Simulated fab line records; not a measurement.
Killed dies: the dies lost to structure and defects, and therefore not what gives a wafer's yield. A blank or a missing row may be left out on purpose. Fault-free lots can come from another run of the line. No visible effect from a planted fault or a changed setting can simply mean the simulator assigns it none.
fab line records	flow nandHarc
record: lots: 24	wafers: 72	lastDay: 25
route steps=1159 shown A_CONTACT@901
lots with no fault: from the same line, run without faults
startH: the number of hours between the record's first day and the start of the first shown wafer of the lot	waitH: how many hours have passed since the lot's step before this one	" as in the row above	L1.1+2: several wafers, shown together as one row	- no value, or no start was given	* or withheld: withheld	< > ~ a bound
route shown NAME@n: a module of which the file shows steps, and the number in the route of the first	usual: mean/standard deviation taken from wafers without a fault	same: alike in all rows	chamber/n: place in a boat	sites: per-site readings	_std_site: the standard deviation of these	_edge_site: inner sites' mean taken away from outer sites' mean	radiusMm: for every site, how far away it sits from the centre of the wafer	mask NAME#n: copy n	behind: tool/chamber where the wafer was last shaped	hold: what put the lot on hold/how long, in hours/how the hold closed	device: which transistor (n, p or np) failed to switch	end of line: tests run on the same wafers once the route is complete	a step without rows: its recipe alone	killed: the dies lost at the first sort to structure and to defects; this is not the yield of the wafer	map: shows each die of a wafer: x if killed, . if not, _ if none is there
set.NAME: the run value of the setting; set.NAME@STEP: its run value at that earlier step	model.NAME: the simulator's own value behind a step, which no gauge read
one table for each step of the route and one row for each wafer, over a sample of lots
services: when a tool's chamber went out of use (startH, in hours from the record's first day, below 0 if earlier), for how many hours, and the reason
== steps ==
step: NHARC_A_CONTACT_ETCH_76
recipe: targetDepthA: 2600	overEtchFrac: 0.3	timeS: 475.3	ionEnergyEv: 200	n2FlowSccm: 150	h2FlowSccm: 150	arFlowSccm: 0	rfW: 400	biasW: 150	chemistry: N2/H2
usual: drypumpMotorCurrentA: 5.7/0.48	n2FlowSccm: 150.0/0.4	oesProductAu: 0.992/0.012	rfVppV: 432/3.1	showerheadPlenumPTorr: 2.08/0.12	throttleValvePct: 14.171/0.0092
same: timeS: 475.3
lot.wafer	tool	chamber	startH	waitH	drypumpMotorCurrentA	n2FlowSccm	oesProductAu	rfHoursCounterH	rfVppV	showerheadPlenumPTorr	throttleValvePct
L077.4	rieDiel-01	2	-	-	6.3	149.9	0.975	16	433	2.15	14.151
L077.2	"	3	"	"	5.0	150.2	0.980	17	433	2.12	14.163
L077.3	"	0	"	"	5.9	150.2	0.981	17	434	2.21	14.171
L075.3	rieDiel-13	2	-	-	5.8	149.7	0.995	22	426	1.88	14.166
L075.6	"	0	"	"	6.1	149.4	1.003	-	428	1.94	14.174
L075.5	"	1	"	"	5.9	149.5	1.006	-	433	2.13	14.153
L074.3	rieDiel-01	3	-	-	5.1	149.7	0.978	19	432	2.12	14.181
L074.4	"	1	"	"	5.2	150.5	0.986	18	433	2.19	14.179
L074.6	"	2	"	"	6.3	149.8	0.979	-	434	2.15	14.167
L079.1	rieDiel-03	3	-	-	5.6	149.9	0.982	61	430	2.00	14.177
L079.5	"	3	"	"	5.6	149.9	0.980	-	428	2.00	14.167
L079.6	"	0	"	"	5.7	149.4	0.996	-	431	2.07	14.187
L078.2	rieDiel-13	2	-	-	5.8	149.1	1.013	23	427	1.88	14.159
L078.4	"	3	"	"	4.8	149.6	0.992	22	425	1.87	14.182
L078.5	"	2	"	"	5.8	149.7	0.997	-	426	1.88	14.165
L076.2	rieDiel-01	3	-	-	5.0	150.4	0.981	20	433	2.12	14.168
L076.1	"	0	"	"	5.8	149.5	0.987	20	434	2.21	14.173
L076.5	"	1	"	"	5.2	148.9	0.987	-	435	2.19	14.177
L080.2	rieDiel-01	1	-	-	5.2	149.6	0.993	26	436	2.19	14.168
L080.1	"	2	"	"	6.3	150.0	0.978	25	433	2.15	14.194
L080.3	"	3	"	"	5.0	150.5	0.988	26	431	2.12	14.152
L084.1	rieDiel-13	2	-	-	5.8	149.9	1.002	26	427	1.88	14.174
L084.4	"	3	"	"	4.8	149.9	0.988	27	427	1.87	14.169
L084.5	"	1	"	"	5.9	150.0	1.011	-	433	2.13	14.178
L082.3	rieDiel-01	1	-	-	5.2	150.5	1.006	34	435	2.18	14.184
L082.1	"	3	"	"	5.0	150.5	0.993	36	433	2.12	14.151
L082.6	"	1	"	"	5.2	150.1	1.014	-	435	2.18	14.175
L081.3	rieDiel-13	2	-	-	5.8	149.3	0.998	28	427	1.88	14.172
L081.1	"	0	"	"	6.1	150.1	0.988	31	428	1.94	14.184
L081.6	"	3	"	"	4.8	149.6	0.995	-	426	1.87	14.179
L083.4	rieDiel-13	2	-	-	5.8	149.7	1.017	29	426	1.88	14.172
L083.2	"	1	"	"	5.9	150.1	1.001	32	434	2.13	14.174
L083.6	"	3	"	"	4.8	150.0	0.993	-	426	1.87	14.175
L086.3	rieDiel-01	3	-	-	5.0	150.8	0.979	42	433	2.11	14.170
L086.1	"	2	"	"	6.3	150.3	0.983	40	433	2.14	14.183
L086.5	"	0	"	"	5.9	150.1	0.987	-	435	2.20	14.174
L089.3	rieDiel-13	1	-	-	5.9	149.7	1.014	35	433	2.13	14.165
L089.2	"	3	"	"	4.8	150.1	0.981	32	426	1.87	14.173
L089.6	"	2	"	"	5.8	150.1	0.986	-	425	1.88	14.181
L087.3	rieDiel-03	0	-	-	5.7	150.0	0.979	20	430	2.06	14.165
L087.5	"	3	"	"	5.6	150.5	1.003	-	430	2.00	14.168
L087.6	"	0	"	"	5.7	150.4	0.986	-	430	2.06	14.166
L085.1	rieDiel-01	2	-	-	6.3	149.4	0.981	43	432	2.14	14.164
L085.2	"	0	"	"	5.9	149.7	0.985	43	435	2.20	14.177
L085.4	"	2	"	"	6.3	150.2	0.999	-	432	2.14	14.196
L088.3	rieDiel-03	0	-	-	5.7	149.6	0.989	22	431	2.06	14.180
L088.1	"	1	"	"	5.6	149.2	1.007	25	430	1.96	14.194
L088.5	"	0	"	"	5.7	150.0	0.990	-	432	2.06	14.178
L090.2	rieDiel-13	2	-	-	5.8	150.0	0.987	1	436	2.22	14.171
L090.1	"	3	"	"	4.8	149.5	0.993	1	434	2.22	14.176
L090.6	"	2	"	"	5.8	149.4	1.000	-	436	2.22	14.178
L091.2	rieDiel-13	0	-	-	6.1	149.8	0.986	2	428	1.94	14.168
L091.4	"	1	"	"	5.9	149.9	0.982	2	433	2.13	14.169
L091.3	"	2	"	"	5.8	151.0	0.990	2	435	2.22	14.174
L092.4	rieDiel-03	2	-	-	5.5	150.6	1.009	40	431	2.07	14.175
L092.6	"	0	"	"	5.7	150.2	0.996	-	431	2.06	14.167
L092.5	"	1	"	"	5.6	150.2	1.007	-	428	1.95	14.171
L094.1	rieDiel-13	3	-	-	4.8	150.7	1.008	6	435	2.22	14.163
L094.3	"	1	"	"	5.9	149.5	0.975	7	434	2.13	14.163
L094.2	"	2	"	"	5.8	150.0	0.984	6	434	2.22	14.176
L093.4	rieDiel-13	3	-	-	4.8	149.7	1.000	6	434	2.22	14.167
L093.3	"	2	"	"	5.8	150.4	1.003	7	436	2.22	14.191
L093.5	"	0	"	"	6.1	149.8	0.999	-	428	1.94	14.175
L096.3	rieDiel-13	2	-	-	5.8	150.6	0.991	9	436	2.22	14.152
L096.2	"	0	"	"	6.1	150.1	0.988	10	428	1.94	14.169
L096.4	"	1	"	"	5.9	150.1	0.976	10	433	2.13	14.165
L095.2	rieDiel-01	2	-	-	6.4	150.2	0.997	1	434	2.14	14.166
L095.4	"	3	"	"	5.1	149.9	1.003	1	432	2.11	14.173
L095.6	"	2	"	"	6.3	150.5	0.995	-	435	2.14	14.180
L097.2	rieDiel-01	1	-	-	5.2	149.9	0.994	6	434	2.17	14.155
L097.3	"	3	"	"	5.1	150.3	1.006	6	433	2.10	14.171
L097.6	"	2	"	"	6.3	149.4	0.982	-	432	2.13	14.177
step: NHARC_A_CONTACT_ETCH_129
recipe: sourceW: withheld	pressureMtorr: 20	biasV: 1200	timeS: 155	targetDepthA: 9560	arFlowSccm: withheld	c4f8FlowSccm: withheld	o2FlowSccm: withheld	chemistry: C4F8/O2/Ar
same: timeS: 155
lot.wafer	tool	chamber	startH	waitH	rfHoursCounterH
L077.2	harCapEtch-01	0	387.06	0.1	59
L077.4	"	1	"	"	-
L077.3	"	0	"	"	-
L075.3	harCapEtch-02	0	389.93	0.2	-
L075.5	"	1	"	"	-
L075.6	"	0	"	"	-
L074.3	harCapEtch-03	0	391.18	0.1	-
L074.4	"	1	"	"	-
L074.6	"	0	"	"	-
L079.1	harCapEtch-01	1	391.67	0.1	61
L079.6	"	1	"	"	-
L079.5	"	0	"	"	-
L078.2	harCapEtch-01	0	396.78	0.1	62
L078.4	"	0	"	"	-
L078.5	"	0	"	"	-
L076.1	harCapEtch-03	1	397.92	0.1	85
L076.2	"	0	"	"	85
L076.5	"	1	"	"	-
L080.1	harCapEtch-03	1	416.43	0.1	87
L080.2	"	0	"	"	87
L080.3	"	0	"	"	-
L084.1	harCapEtch-02	0	429.24	0.1	19
L084.4	"	0	"	"	-
L084.5	"	1	"	"	-
L082.1	harCapEtch-02	1	434.20	0.1	21
L082.3	"	1	"	"	-
L082.6	"	1	"	"	-
L081.1	harCapEtch-03	0	441.24	0.1	91
L081.3	"	0	"	"	-
L081.6	"	1	"	"	-
L083.2	harCapEtch-02	0	443.36	0.1	22
L083.4	"	1	"	"	-
L083.6	"	1	"	"	-
L086.1	harCapEtch-01	0	452.60	0.1	71
L086.3	"	0	"	"	-
L086.5	"	1	"	"	-
L089.2	harCapEtch-03	0	453.29	0.1	95
L089.3	"	1	"	"	-
L089.6	"	1	"	"	-
L087.3	harCapEtch-01	1	457.69	0.1	-
L087.5	"	0	"	"	-
L087.6	"	1	"	"	-
L085.2	harCapEtch-03	1	458.28	0.1	96
L085.1	"	0	"	"	96
L085.4	"	1	"	"	-
L088.1	harCapEtch-01	0	464.04	0.1	74
L088.3	"	0	"	"	-
L088.5	"	0	"	"	-
L090.1	harCapEtch-02	0	469.92	0.1	29
L090.2	"	1	"	"	29
L090.6	"	0	"	"	-
L091.2	harCapEtch-01	0	471.64	0.1	75
L091.3	"	1	"	"	-
L091.4	"	0	"	"	-
L092.4	harCapEtch-03	0	496.97	0.1	-
L092.5	"	1	"	"	-
L092.6	"	0	"	"	-
L094.1	harCapEtch-02	0	499.80	0.1	32
L094.2	"	1	"	"	32
L094.3	"	1	"	"	-
L093.3	harCapEtch-03	1	503.87	0.1	-
L093.4	"	0	"	"	-
L093.5	"	1	"	"	-
L096.2	harCapEtch-03	0	512.54	0.1	106
L096.3	"	0	"	"	-
L096.4	"	1	"	"	-
L095.2	harCapEtch-02	0	513.17	0.1	36
L095.4	"	1	"	"	-
L095.6	"	0	"	"	-
L097.2	harCapEtch-03	0	530.93	0.1	108
L097.3	"	0	"	"	-
L097.6	"	0	"	"	-
step: NHARC_A_CONTACT_ETCH_133
recipe: sourceW: withheld	pressureMtorr: 20	biasV: 400	timeS: 195	targetDepthA: 8400	arFlowSccm: withheld	c4f8FlowSccm: 11.5	o2FlowSccm: 7.2	chemistry: C4F8/O2/Ar
same: timeS: 195
lot.wafer	tool	chamber	startH	waitH	rfHoursCounterH
L077.2	harCapEtch-01	0	387.65	0.1	59
L077.4	"	1	"	"	-
L077.3	"	0	"	"	-
L075.3	harCapEtch-02	0	390.78	0.2	-
L075.5	"	1	"	"	-
L075.6	"	0	"	"	-
L074.3	harCapEtch-03	0	391.79	0.2	-
L074.4	"	1	"	"	-
L074.6	"	0	"	"	-
L079.1	harCapEtch-01	1	392.24	0.1	61
L079.6	"	1	"	"	-
L079.5	"	0	"	"	-
L078.2	harCapEtch-01	0	397.35	0.1	63
L078.4	"	0	"	"	-
L078.5	"	0	"	"	-
L076.1	harCapEtch-03	1	398.49	0.1	86
L076.2	"	0	"	"	86
L076.5	"	1	"	"	-
L080.1	harCapEtch-03	1	417.00	0.1	88
L080.2	"	0	"	"	88
L080.3	"	0	"	"	-
L084.1	harCapEtch-02	0	429.83	0.1	20
L084.4	"	0	"	"	-
L084.5	"	1	"	"	-
L082.1	harCapEtch-02	1	434.79	0.1	21
L082.3	"	1	"	"	-
L082.6	"	1	"	"	-
L081.1	harCapEtch-03	0	441.82	0.1	92
L081.3	"	0	"	"	-
L081.6	"	1	"	"	-
L083.2	harCapEtch-02	0	443.95	0.1	23
L083.4	"	1	"	"	-
L083.6	"	1	"	"	-
L086.1	harCapEtch-01	0	453.17	0.1	71
L086.3	"	0	"	"	-
L086.5	"	1	"	"	-
L089.2	harCapEtch-03	0	453.88	0.1	95
L089.3	"	1	"	"	-
L089.6	"	1	"	"	-
L087.3	harCapEtch-01	1	458.32	0.2	-
L087.5	"	0	"	"	-
L087.6	"	1	"	"	-
L085.2	harCapEtch-03	1	458.85	0.1	97
L085.1	"	0	"	"	97
L085.4	"	1	"	"	-
L088.1	harCapEtch-01	0	464.62	0.1	75
L088.3	"	0	"	"	-
L088.5	"	0	"	"	-
L090.1	harCapEtch-02	0	470.49	0.1	29
L090.2	"	1	"	"	29
L090.6	"	0	"	"	-
L091.2	harCapEtch-01	0	472.23	0.1	76
L091.3	"	1	"	"	-
L091.4	"	0	"	"	-
L092.4	harCapEtch-03	0	497.61	0.2	-
L092.5	"	1	"	"	-
L092.6	"	0	"	"	-
L094.1	harCapEtch-02	0	500.36	0.1	32
L094.2	"	1	"	"	32
L094.3	"	1	"	"	-
L093.3	harCapEtch-03	1	504.49	0.2	-
L093.4	"	0	"	"	-
L093.5	"	1	"	"	-
L096.2	harCapEtch-03	0	513.11	0.1	106
L096.3	"	0	"	"	-
L096.4	"	1	"	"	-
L095.2	harCapEtch-02	0	513.74	0.1	36
L095.4	"	1	"	"	-
L095.6	"	0	"	"	-
L097.2	harCapEtch-03	0	531.50	0.1	108
L097.3	"	0	"	"	-
L097.6	"	0	"	"	-
step: NHARC_A_CONTACT_ETCH_135
recipe: sourceW: withheld	pressureMtorr: 20	biasV: 3000	timeS: 132	targetDepthA: 12870	arFlowSccm: withheld	c4f8FlowSccm: withheld	o2FlowSccm: withheld	chemistry: C4F8/O2/Ar
same: timeS: 132
lot.wafer	tool	chamber	startH	waitH	rfHoursCounterH
L077.2	harCapEtch-03	0	394.47	0.2	84
L077.3	"	0	"	"	-
L077.4	"	1	"	"	-
L075.3	harCapEtch-02	1	397.33	0.1	-
L075.5	"	0	"	"	-
L075.6	"	1	"	"	-
L074.3	harCapEtch-01	1	400.64	0.1	-
L074.4	"	0	"	"	-
L074.6	"	0	"	"	-
L079.1	harCapEtch-02	0	401.49	0.2	16
L079.6	"	0	"	"	-
L079.5	"	1	"	"	-
L078.2	harCapEtch-03	0	402.78	0.2	86
L078.4	"	1	"	"	-
L078.5	"	1	"	"	-
L076.2	harCapEtch-01	0	403.86	0.2	64
L076.1	"	1	"	"	64
L076.5	"	1	"	"	-
L080.1	harCapEtch-02	0	422.36	0.2	18
L080.2	"	1	"	"	18
L080.3	"	1	"	"	-
L084.1	harCapEtch-01	0	437.97	0.2	67
L084.4	"	0	"	"	-
L084.5	"	0	"	"	-
L082.1	harCapEtch-01	0	442.84	0.2	67
L082.3	"	1	"	"	-
L082.6	"	0	"	"	-
L081.1	harCapEtch-02	1	447.03	0.2	23
L081.3	"	1	"	"	-
L081.6	"	0	"	"	-
L083.2	harCapEtch-01	1	449.91	0.2	69
L083.4	"	1	"	"	-
L083.6	"	1	"	"	-
L086.1	harCapEtch-02	0	458.86	0.2	26
L086.3	"	1	"	"	-
L086.5	"	0	"	"	-
L089.2	harCapEtch-01	0	459.49	0.2	73
L089.3	"	0	"	"	-
L089.6	"	0	"	"	-
L087.3	harCapEtch-03	0	463.74	0.1	-
L087.6	"	1	"	"	-
L087.5	"	0	"	"	-
L085.1	harCapEtch-03	0	464.83	0.2	99
L085.2	"	1	"	"	99
L085.4	"	1	"	"	-
L088.1	harCapEtch-03	0	472.27	0.2	100
L088.3	"	1	"	"	-
L088.5	"	0	"	"	-
L090.2	harCapEtch-02	1	475.67	0.2	29
L090.1	"	0	"	"	29
L090.6	"	1	"	"	-
L091.2	harCapEtch-01	1	477.36	0.2	76
L091.4	"	1	"	"	-
L091.3	"	0	"	"	-
L092.4	harCapEtch-02	0	503.73	0.1	-
L092.5	"	0	"	"	-
L092.6	"	1	"	"	-
L094.1	harCapEtch-02	1	506.15	0.2	34
L094.2	"	0	"	"	34
L094.3	"	1	"	"	-
L093.3	harCapEtch-01	1	509.48	0.1	-
L093.4	"	0	"	"	-
L093.5	"	0	"	"	-
L095.2	harCapEtch-01	1	518.81	0.2	79
L095.4	"	0	"	"	-
L095.6	"	0	"	"	-
L096.2	harCapEtch-03	0	519.59	0.2	107
L096.3	"	0	"	"	-
L096.4	"	1	"	"	-
L097.2	harCapEtch-02	1	538.66	0.2	39
L097.3	"	0	"	"	-
L097.6	"	1	"	"	-
step: NHARC_A_CONTACT_ETCH_139
recipe: sourceW: withheld	pressureMtorr: 20	biasV: 400	timeS: 137	targetDepthA: 5900	arFlowSccm: withheld	c4f8FlowSccm: 11.5	o2FlowSccm: 7.2	chemistry: C4F8/O2/Ar
same: timeS: 137
lot.wafer	tool	chamber	startH	waitH	rfHoursCounterH
L077.2	harCapEtch-03	0	394.96	0.1	84
L077.3	"	0	"	"	-
L077.4	"	1	"	"	-
L075.3	harCapEtch-02	1	397.87	0.2	-
L075.5	"	0	"	"	-
L075.6	"	1	"	"	-
L074.3	harCapEtch-01	1	401.17	0.1	-
L074.4	"	0	"	"	-
L074.6	"	0	"	"	-
L079.1	harCapEtch-02	0	401.99	0.1	17
L079.6	"	0	"	"	-
L079.5	"	1	"	"	-
L078.2	harCapEtch-03	0	403.29	0.1	86
L078.4	"	1	"	"	-
L078.5	"	1	"	"	-
L076.2	harCapEtch-01	0	404.35	0.1	64
L076.1	"	1	"	"	64
L076.5	"	1	"	"	-
L080.1	harCapEtch-02	0	422.85	0.1	19
L080.2	"	1	"	"	19
L080.3	"	1	"	"	-
L084.1	harCapEtch-01	0	438.48	0.1	67
L084.4	"	0	"	"	-
L084.5	"	0	"	"	-
L082.1	harCapEtch-01	0	443.33	0.1	68
L082.3	"	1	"	"	-
L082.6	"	0	"	"	-
L081.1	harCapEtch-02	1	447.54	0.1	23
L081.3	"	1	"	"	-
L081.6	"	0	"	"	-
L083.2	harCapEtch-01	1	450.42	0.1	70
L083.4	"	1	"	"	-
L083.6	"	1	"	"	-
L086.1	harCapEtch-02	0	459.35	0.1	27
L086.3	"	1	"	"	-
L086.5	"	0	"	"	-
L089.2	harCapEtch-01	0	459.98	0.1	73
L089.3	"	0	"	"	-
L089.6	"	0	"	"	-
L087.3	harCapEtch-03	0	464.29	0.2	-
L087.6	"	1	"	"	-
L087.5	"	0	"	"	-
L085.1	harCapEtch-03	0	465.32	0.1	99
L085.2	"	1	"	"	99
L085.4	"	1	"	"	-
L088.1	harCapEtch-03	0	472.77	0.1	100
L088.3	"	1	"	"	-
L088.5	"	0	"	"	-
L090.2	harCapEtch-02	1	476.16	0.1	30
L090.1	"	0	"	"	30
L090.6	"	1	"	"	-
L091.2	harCapEtch-01	1	477.85	0.1	77
L091.4	"	1	"	"	-
L091.3	"	0	"	"	-
L092.4	harCapEtch-02	0	504.26	0.1	-
L092.5	"	0	"	"	-
L092.6	"	1	"	"	-
L094.1	harCapEtch-02	1	506.64	0.1	35
L094.2	"	0	"	"	35
L094.3	"	1	"	"	-
L093.3	harCapEtch-01	1	510.01	0.1	-
L093.4	"	0	"	"	-
L093.5	"	0	"	"	-
L095.2	harCapEtch-01	1	519.32	0.1	79
L095.4	"	0	"	"	-
L095.6	"	0	"	"	-
L096.2	harCapEtch-03	0	520.09	0.1	107
L096.3	"	0	"	"	-
L096.4	"	1	"	"	-
L097.2	harCapEtch-02	1	539.16	0.1	40
L097.3	"	0	"	"	-
L097.6	"	1	"	"	-
step: NHARC_A_CONTACT_STRIP_26
recipe: o2FlowSccm: 500	arFlowSccm: 0	biasW: 0	chemistry: O2
usual: drypumpMotorCurrentA: 5.7/0.42	o2FlowSccm: 500.2/1.4	oesProductAu: 0.995/0.012	rfVppV: 58.0/0.99	showerheadPlenumPTorr: 3.56/0.17	throttleValvePct: 17.037/0.0086
lot.wafer	tool	chamber	startH	waitH	drypumpMotorCurrentA	o2FlowSccm	oesProductAu	rfHoursCounterH	rfVppV	showerheadPlenumPTorr	throttleValvePct
L077.4	rieDiel-01	1	-	-	5.2	497.1	1.003	20	59.2	3.76	17.033
L077.3	"	2	"	"	6.3	499.5	0.974	19	59.3	3.70	17.056
L077.2	"	3	"	"	5.0	500.4	0.994	20	57.9	3.66	17.040
L075.3	rieDiel-13	1	-	-	5.9	500.3	1.003	26	57.5	3.67	17.044
L075.6	"	3	"	"	4.8	500.6	0.987	-	55.6	3.26	17.022
L075.5	"	0	"	"	6.1	503.9	0.996	-	56.9	3.38	17.047
L074.3	rieDiel-13	0	-	-	6.1	500.6	1.003	26	56.7	3.38	17.030
L074.6	"	0	"	"	6.1	500.1	0.996	-	55.1	3.38	17.034
L074.4	"	1	"	"	5.9	496.8	1.005	-	58.5	3.67	17.039
L079.1	rieDiel-03	3	-	-	5.5	500.5	1.008	1	58.4	3.47	17.044
L079.6	"	1	"	"	5.7	500.3	1.020	-	58.0	3.41	17.042
L079.5	"	2	"	"	5.5	502.5	1.012	-	59.9	3.59	17.027
L078.2	rieDiel-01	1	-	-	5.2	500.9	1.004	23	58.3	3.76	17.030
L078.4	"	3	"	"	5.1	499.4	0.985	24	57.0	3.66	17.046
L078.5	"	1	"	"	5.2	500.8	0.999	-	59.6	3.76	17.030
L076.2	rieDiel-13	3	-	-	4.8	498.8	0.987	25	56.7	3.26	17.029
L076.1	"	0	"	"	6.1	498.5	0.984	27	59.3	3.38	17.033
L076.5	"	3	"	"	4.8	500.9	0.978	-	57.5	3.26	17.028
L080.3	rieDiel-13	0	-	-	6.1	499.2	0.991	29	57.1	3.37	17.044
L080.1	"	1	"	"	5.9	501.2	0.999	29	57.9	3.67	17.031
L080.2	"	2	"	"	5.8	503.0	0.985	25	54.8	3.28	17.037
L084.1	rieDiel-01	2	-	-	6.3	498.4	0.965	37	58.4	3.69	17.022
L084.5	"	2	"	"	6.3	502.0	0.976	-	57.7	3.69	17.044
L084.4	"	0	"	"	5.9	500.3	0.989	-	59.1	3.79	17.049
L082.1	rieDiel-13	1	-	-	5.9	500.4	1.000	33	57.2	3.67	17.040
L082.3	"	0	"	"	6.1	500.7	0.994	33	58.2	3.37	17.025
L082.6	"	1	"	"	5.9	499.9	1.005	-	57.8	3.67	17.050
L081.1	rieDiel-03	3	-	-	5.6	496.2	0.997	16	56.1	3.46	17.032
L081.3	"	2	"	"	5.5	500.7	1.020	17	58.0	3.59	17.036
L081.6	"	3	"	"	5.6	498.2	1.001	-	56.9	3.46	17.031
L083.4	rieDiel-13	0	-	-	6.1	503.4	1.002	35	57.0	3.37	17.040
L083.2	"	3	"	"	4.8	502.2	0.992	32	56.6	3.26	17.037
L083.6	"	1	"	"	5.9	500.8	1.012	-	58.9	3.67	17.047
L086.1	rieDiel-03	1	-	-	5.6	500.4	1.021	25	57.4	3.40	17.042
L086.3	"	2	"	"	5.5	498.2	1.007	24	58.6	3.58	17.037
L086.5	"	2	"	"	5.5	501.4	1.017	-	59.8	3.58	17.053
L089.3	rieDiel-03	1	-	-	5.6	499.2	1.014	25	58.7	3.40	17.031
L089.2	"	3	"	"	5.6	501.0	1.000	22	58.2	3.46	17.042
L089.6	"	1	"	"	5.6	500.5	1.006	-	58.0	3.40	17.038
L087.3	rieDiel-13	1	-	-	6.0	501.3	0.987	1	58.4	3.67	17.034
L087.5	"	1	"	"	5.9	500.9	0.977	-	58.9	3.67	17.034
L087.6	"	2	"	"	5.8	500.1	0.986	-	58.8	3.81	17.030
L085.1	rieDiel-13	2	-	-	5.8	497.4	0.985	1	59.2	3.81	17.039
L085.4	"	3	"	"	4.8	501.1	0.988	1	56.1	3.81	17.030
L085.2	"	1	"	"	5.9	501.8	0.981	1	57.9	3.67	17.040
L088.1	rieDiel-01	0	-	-	5.8	499.7	0.984	53	59.5	3.78	17.036
L088.3	"	2	"	"	6.3	499.1	0.981	53	58.9	3.68	17.033
L088.5	"	2	"	"	6.4	499.1	0.977	-	58.7	3.68	17.028
L090.1	rieDiel-13	2	-	-	5.8	500.4	0.991	3	59.2	3.81	17.043
L090.2	"	1	"	"	5.9	501.3	0.980	4	56.9	3.67	17.021
L090.6	"	2	"	"	5.8	499.6	0.982	-	57.7	3.81	17.030
L091.4	rieDiel-03	1	-	-	5.7	502.8	0.999	33	57.2	3.40	17.019
L091.2	"	2	"	"	5.5	501.0	1.002	32	57.3	3.58	17.052
L091.3	"	0	"	"	5.7	500.3	0.988	29	57.9	3.56	17.016
L092.4	rieDiel-13	1	-	-	5.9	501.8	0.994	9	58.7	3.66	17.048
L092.5	"	0	"	"	6.1	500.6	0.977	-	57.8	3.37	17.044
L092.6	"	1	"	"	5.9	498.5	0.988	-	58.0	3.66	17.039
L094.1	rieDiel-03	1	-	-	5.7	499.5	1.014	44	58.1	3.39	17.023
L094.2	"	2	"	"	5.5	498.7	1.017	44	56.8	3.57	17.026
L094.3	"	3	"	"	5.6	498.5	1.017	40	58.6	3.45	17.047
L093.3	rieDiel-13	0	-	-	6.1	501.4	0.983	11	58.8	3.37	17.049
L093.4	"	1	"	"	5.9	502.0	0.983	11	59.9	3.66	17.032
L093.5	"	0	"	"	6.1	499.1	0.991	-	58.8	3.36	17.038
L095.2	rieDiel-03	0	-	-	5.7	498.7	0.995	43	57.9	3.55	17.037
L095.4	"	1	"	"	5.7	499.4	1.003	48	56.6	3.39	17.026
L095.6	"	0	"	"	5.7	500.3	0.996	-	57.5	3.55	17.032
L096.2	rieDiel-03	2	-	-	5.5	499.8	1.028	49	59.3	3.57	17.031
L096.3	"	3	"	"	5.6	499.5	1.008	45	57.5	3.45	17.055
L096.4	"	0	"	"	5.8	501.2	1.004	43	57.2	3.55	17.031
L097.3	rieDiel-13	3	-	-	4.8	500.5	0.996	13	57.6	3.80	17.038
L097.2	"	1	"	"	5.9	499.6	1.006	16	57.9	3.66	17.044
L097.6	"	3	"	"	4.8	499.3	0.997	-	57.3	3.80	17.029
== services ==
tool	chamber	startH	hours	kind
rieDiel-13	0	383.29	-	clean
rieDiel-13	1	383.29	-	clean
rieDiel-13	2	383.29	-	clean
rieDiel-13	3	383.29	-	clean
rieDiel-03	-	392.35	9.0	pm
rieDiel-13	0	407.79	-	clean
rieDiel-13	1	407.79	-	clean
rieDiel-13	2	407.79	-	clean
rieDiel-13	3	407.79	-	clean
rieDiel-13	3	413.15	4.2	repair
rieDiel-13	0	432.30	-	clean
rieDiel-13	1	432.30	-	clean
rieDiel-13	2	432.30	-	clean
rieDiel-13	3	432.30	-	clean
rieDiel-01	1	438.06	36.6	repair
rieDiel-03	0	446.08	1.9	repair
rieDiel-13	-	453.23	9.0	pm
rieDiel-13	0	453.23	9.0	ventCycle
rieDiel-13	1	453.23	9.0	ventCycle
rieDiel-13	2	453.23	9.0	ventCycle
rieDiel-13	3	453.23	9.0	ventCycle
rieDiel-01	-	487.43	0.3	repair
harCapEtch-01	-	499.91	7.8	repair
rieDiel-01	-	500.45	9.0	pm
== key ==
fault none
